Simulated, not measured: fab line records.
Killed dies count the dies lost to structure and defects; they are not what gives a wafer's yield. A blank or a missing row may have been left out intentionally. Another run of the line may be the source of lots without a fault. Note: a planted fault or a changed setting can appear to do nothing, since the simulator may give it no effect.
Comparing a struck lot with a sound one | flow n5Finfet | 15 out of 1938 route steps
Sound: these wafers, L684.3, L684.4, L684.5. Struck: wafer L697.6; the same lot's L697.4 was not struck, so it is left out; see the end for the cause.
Each step with rows lists, per side, the tool, then ch with its chambers, then its first start. Under that, the readings that differ: sound wafers | struck wafers | difference of the means | sigmas: that difference in standard deviations of wafers without a fault.
alike: words and numbers the same on both sides, and readings whose means are apart by under 2 such deviations; not compared: readings that were withheld, readings missing a value for some wafer, numbers with overlapping values and no deviation given by the record, and bounds like >300 which may hide the same value.
Wherever a step has rows on one side only, a row that says differs or no value, or a row with sigmas, the two part there. Non-overlapping numbers with no deviation appear without sigmas and do not part them. A reading that every wafer of one side lacks parts them only if that side has two wafers or more.

first, 7 steps without rows for these wafers: N5_BEOL_M6_COAT_71 (time 60 s, resist thk 5 nm); N5_BEOL_M6_COAT_22 (resist thk 30 nm); N5_BEOL_M6_EBR_24; N5_BEOL_M6_SOFTBAKE_23 (time 60 s); N5_BEOL_M6_EXPOSE_25 (exposes mask V5, target cd 40 nm); N5_BEOL_M6_PEB_26 (peb time 60 s); N5_BEOL_M6_DEVELOP_27 (develop time 30 s).
N5_BEOL_M6_CD_MEAS_28: the cd target is 40 nm.
  sound on cdSem-01 ch 0, day 10 14:10; struck on cdSem-03 ch 0, day 13 20:47
  alike: cdNm
N5_BEOL_M6_OVL_MEAS_29:
  sound on overlay-02 ch 0, day 10 14:13; struck on overlay-02 ch 0, day 13 20:50
  alike: V5_OVL
N5_BEOL_M6_INSPECT_30: inspects for defects (brightfield).
  struck on defectInspect-01, day 13 20:53; sound on defectInspect-02, day 10 14:16
  alike: rawDefectCount
N5_BEOL_M6_DESCUM_33: chemistry O2, time 7 s.
  sound on rieDiel-02 ch 2,3, day 10 14:37; struck on rieDiel-01 ch 0, day 13 20:55
reading                  | sound       | struck | difference | sigmas
drypumpMotorCurrentA (A) | 5.8 4.9 4.9 | 6.2    | +1.0       | +2
  alike: o2FlowSccm, oesProductAu, rfVppV, showerheadPlenumPTorr, throttleValvePct
  not compared: rfHoursCounterH
N5_BEOL_M6_ETCH_72: etches underlayer in N2/H2, target depth 6.5 nm, time 5.2 s.
  sound on rieDiel-02 ch 2,3, day 10 14:39; struck on rieDiel-01 ch 0, day 13 20:57
reading                      | sound             | struck | difference | sigmas
drypumpMotorCurrentA (A)     | 5.8 4.9 4.9       | 6.2    | +1.0       | +2
rfVppV (V)                   | 528.9 525.6 522.1 | 519.1  | -6.4       | -2
showerheadPlenumPTorr (Torr) | 2.69 2.61 2.61    | 2.40   | -0.24      | -2
  alike: etchRfOnTimeS, oesProductAu, throttleValvePct
  not compared: rfHoursCounterH
N5_BEOL_M6_ETCH_65: etches SiARC in CF4, target depth 15.6 nm, time 26 s.
  sound on rieDiel-02 ch 2,3, day 10 14:40; struck on rieDiel-01 ch 0, day 13 20:58
reading                      | sound          | struck | difference | sigmas
drypumpMotorCurrentA (A)     | 5.8 4.8 4.8    | 6.2    | +1.1       | +2
etchRfOnTimeS (s)            | 28.0 25.3 25.6 | 31.4   | +5.1       | +6
oesProductAu (a.u.)          | 0.63 0.72 0.72 | 0.56   | -0.13      | -2
showerheadPlenumPTorr (Torr) | 2.26 2.16 2.16 | 2.05   | -0.14      | -2
  alike: rfVppV, throttleValvePct
  not compared: rfHoursCounterH
N5_BEOL_M6_ETCH_66: etches SOC in N2/H2, target depth 80 nm, overetch 16 nm, time 120 s.
  sound on rieDiel-02 ch 2,3, day 10 14:42; struck on rieDiel-01 ch 0, day 13 20:59
reading                      | sound          | struck | difference | sigmas
drypumpMotorCurrentA (A)     | 5.8 4.9 4.9    | 6.2    | +1.0       | +2
showerheadPlenumPTorr (Torr) | 2.69 2.61 2.61 | 2.40   | -0.24      | -2
  alike: oesProductAu, rfVppV, throttleValvePct
  not compared: rfHoursCounterH
-- a jump in the record: the struck wafers' starts before and after are 4 days apart (it breaks off in module BEOL_M6 and resumes in module PASSIVATION, where the first step shown is number 1936 of the route) --
N5_PASSIVATION_PROBE_49:
  struck on prober-02, day 18 05:02; sound on prober-01, day 14 05:33
reading                | sound          | struck | difference | sigmas
defectLimitedYield (%) | 90.5 93.1 91.5 | 87.5   | -4.2       | -3
killed_at_M0_to_M3     | 35 36 31       | 64     | +30        | +3
killedDies             | 112 82 100     | 148    | +50        | +3
killedOpen             | 74 43 62       | 83     | +23        | +2
killedShort            | 35 39 38       | 63     | +26        | +3
sort_bin_6_memory (%)  | 2.8 2.5 2.7    | 5.8    | +3.1       | +4
sortNPass              | 1068 1096 1080 | 1032   | -49        | -2
sortYieldPct (%)       | 90.5 92.9 91.5 | 87.5   | -4.1       | -2
  alike: killed_at_M4_up, killedAtContacts, killedAtFrontEnd, killedAtOther, sort_bin_4_leakage, sort_bin_5_function, sort_bin_8_speed

## WHERE THEY PART
Last at N5_PASSIVATION_PROBE_49 as far as this record goes, first at N5_BEOL_M6_DESCUM_33.

WHY: the cause the simulator had injected
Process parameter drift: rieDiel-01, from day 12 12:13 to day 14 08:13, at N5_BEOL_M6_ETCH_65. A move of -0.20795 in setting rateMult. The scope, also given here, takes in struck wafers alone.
